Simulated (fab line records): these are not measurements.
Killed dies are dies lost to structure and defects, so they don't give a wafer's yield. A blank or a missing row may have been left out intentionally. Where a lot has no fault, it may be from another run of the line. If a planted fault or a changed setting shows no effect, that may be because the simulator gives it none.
Split-lot trial    flow n5-finfet    21 wafers read across 7 lots, on a route 1938 steps long

## ABOUT THE SPLIT
At N5_BEOL_M0_ETCH_109 (etches SiCN in CH3F/O2, target depth 8 nm, overetch 2.4 nm, time 27.4 s), the setting bias-w was moved away from the recipe's 75 W on 6 of the 21 wafers read, by -14.7% to +10.3%. All remaining wafers had this setting at the recipe value.

The reading comes from the split's own step.

## THE READING
rf-vpp-V, in V, at N5_BEOL_M0_ETCH_109 (etches SiCN in CH3F/O2, target depth 8 nm, overetch 2.4 nm, time 27.4 s). A value of 297.8 V with a standard deviation of 1.2 V is what fault-free wafers of this fab line usually give.

wafer   tool, chamber at the split  bias-w as run, W  against the recipe  rf-vpp-V, V  against lot-mates on the recipe
L075.1  rie-diel-05, 1              75                recipe              297.5        -
L075.5  rie-diel-05, 0              63.98             -14.7%              268.0        -29.5
L075.6  rie-diel-05, 3              63.98             -14.7%              270.8        -26.7
L077.3  rie-diel-06, 3              78.38             +4.5%               305.9        +7.5
L077.5  rie-diel-06, 0              78.38             +4.5%               307.2        +8.8
L077.6  rie-diel-06, 1              75                recipe              298.4        -
L080.1  rie-diel-06, 1              75                recipe              297.5        -
L080.5  rie-diel-06, 3              75                recipe              296.0        -
L080.6  rie-diel-06, 1              75                recipe              296.8        -
L084.2  rie-diel-06, 3              75                recipe              296.9        -
L084.3  rie-diel-06, 1              75                recipe              296.8        -
L084.5  rie-diel-06, 3              75                recipe              296.4        -
L085.1  rie-diel-02, 2              75                recipe              299.2        -
L085.2  rie-diel-02, 1              75                recipe              298.9        -
L085.6  rie-diel-02, 1              75                recipe              296.2        -
L089.3  rie-diel-05, 0              75                recipe              295.1        -
L089.5  rie-diel-05, 2              82.75             +10.3%              316.7        +21.6
L089.6  rie-diel-05, 3              82.75             +10.3%              316.9        +21.8
L097.1  rie-diel-02, 3              75                recipe              298.5        -
L097.2  rie-diel-02, 1              75                recipe              297.3        -
L097.6  rie-diel-02, 1              75                recipe              296.6        -

FIT RESULTS
A straight line over all 21 wafers: rf-vpp-V changes by +1.9 V for each +1% of bias-w; r = +1.00; the points scatter about the line by 1.1 V.
The same after taking each lot's own level away (the mean of its wafers on the recipe; 21 wafers): +1.96 V for each +1%; r = +1.00; scatter 1 V.
That fit puts the effect of the largest move of bias-w on the reading at 29 V.
Across the lots, their own levels run from 295.10 to 298.40 V, a range of 2.7 times the standard deviation given above.
The two slopes agree, so the slope changes little with the lot-to-lot level.
Check: for one of the wafers moved furthest among these (-14.7%), held out of the fit, the line's prediction against its lot-mates is -28.3 V. It came out at -29.5 V against them.
Tool readings at the split's step, against how far the setting was moved: rf-vpp-V r = +1.00.

## THESE WAFERS: OTHER SPLITS
Before the reading, these wafers also passed through other splits. Each is held against what the fit with the lots' levels taken away leaves over:
other split on the same wafers                   wafers away from the commonest value  r with rf-vpp-V (lot level and that fit taken away)
N5_SD_EPI_P_ETCH_16 target-depth-a               5                                     +0.24
N5_SD_EPI_P_EPI_21 temp-c                        7                                     -0.21
N5_HKMG_FIN_ETCH_54 source-w                     6                                     +0.28
N5_HKMG_FIN_ETCH_55 time-s                       8                                     +0.26
N5_GATE_CUT_COAT_27 spin-rpm                     6                                     -0.29
N5_GATE_CUT_DESCUM_18 time-s                     6                                     -0.04
N5_MOL_CONTACT_COAG_ALD_27 ald-cycles            4                                     -0.20
N5_MOL_CONTACT_COAG_ETCHBACK_136 target-depth-a  3                                     -0.18
N5_MOL_CONTACT_COAG_CVD_140 target-thk-a         9                                     -0.02
N5_BEOL_M0_ETCH_138 source-w                     4                                     -0.29

## FILE'S OWN FIT
rf-vpp-V changes by +1.97 V for each +1% of bias-w, r = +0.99.
